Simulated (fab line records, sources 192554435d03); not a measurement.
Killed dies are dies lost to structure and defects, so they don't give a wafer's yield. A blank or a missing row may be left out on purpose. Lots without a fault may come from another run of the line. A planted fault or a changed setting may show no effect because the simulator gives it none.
Chamber matching | flow n5_finfet | N5_BEOL_M1_ETCH_64 on rie_diel-04: 4 sister chambers
The step etches SOC in N2/H2, target depth 75 nm, overetch 15 nm, time 112.5 s. 16 wafers are shown with their chamber, then 8 later ones without.

WAFERS WITH THEIR CHAMBER
wafer  | chamber | showerhead_plenum_p_Torr (Torr) | throttle_valve_pct (%) | drypump_motor_current_A (A)
L078.2 | 3       | 2.63                            | 17.94                  | 4.9
L078.4 | 2       | 2.41                            | 17.72                  | 5.1
L078.6 | 1       | 2.64                            | 18.22                  | 4.9
L079.2 | 3       | 2.63                            | 17.94                  | 4.9
L079.3 | 1       | 2.64                            | 18.21                  | 4.9
L079.5 | 3       | 2.63                            | 17.93                  | 4.9
L084.2 | 3       | 2.63                            | 17.97                  | 4.9
L084.5 | 1       | 2.64                            | 18.22                  | 4.9
L084.6 | 0       | 2.55                            | 17.61                  | 5.3
L085.2 | 3       | 2.63                            | 17.95                  | 4.9
L085.5 | 1       | 2.64                            | 18.21                  | 4.9
L085.6 | 2       | 2.41                            | 17.76                  | 5.1
L090.3 | 1       | 2.64                            | 18.22                  | 4.9
L090.4 | 1       | 2.64                            | 18.23                  | 4.9
L090.6 | 0       | 2.55                            | 17.62                  | 5.3
L094.3 | 0       | 2.54                            | 17.63                  | 5.4

SIGNATURES (means of the wafers above)
reading                  | chamber 0 | chamber 1 | chamber 2 | chamber 3 | scatter within a chamber
showerhead_plenum_p_Torr | 2.5467    | 2.6400    | 2.4100    | 2.6300    | 0.00236
throttle_valve_pct       | 17.6200   | 18.2183   | 17.7400   | 17.9460   | 0.0136
drypump_motor_current_A  | 5.333     | 4.900     | 5.100     | 4.900     | 0.0236
Rule: a wafer's distance from a chamber is the root of the sum, over the readings, of the square of ((its reading less the chamber's mean) divided by the reading's scatter). The wafer belongs to the nearest chamber; if the next one is less than 2 further off, it can't be placed. The scatter: the root of (the sum of the squares of (reading less its chamber's mean) over the shown wafers, divided by (wafers less chambers)).

WAFERS WITHOUT THEIR CHAMBER
wafer  | showerhead_plenum_p_Torr (Torr) | throttle_valve_pct (%) | drypump_motor_current_A (A)
L094.5 | 2.62                            | 17.98                  | 4.9
L094.6 | 2.54                            | 17.62                  | 5.3
L097.1 | 2.40                            | 17.77                  | 5.1
L097.2 | 2.54                            | 17.64                  | 5.3
L097.3 | 2.62                            | 17.99                  | 4.9
L097.4 | 2.63                            | 18.26                  | 4.9
L097.5 | 2.54                            | 17.65                  | 5.3
L097.6 | 2.62                            | 17.97                  | 4.9

WHICH CHAMBER EACH WENT THROUGH
wafer  | from the rows above | in truth
L094.5 | 3                   | 3
L094.6 | 0                   | 0
L097.1 | 2                   | 2
L097.2 | 0                   | 0
L097.3 | 3                   | 3
L097.4 | 1                   | 1
L097.5 | 0                   | 0
L097.6 | 3                   | 3
Placed correctly: 8 of 8. Can't be placed from these rows: 0. Placed wrongly: 0.
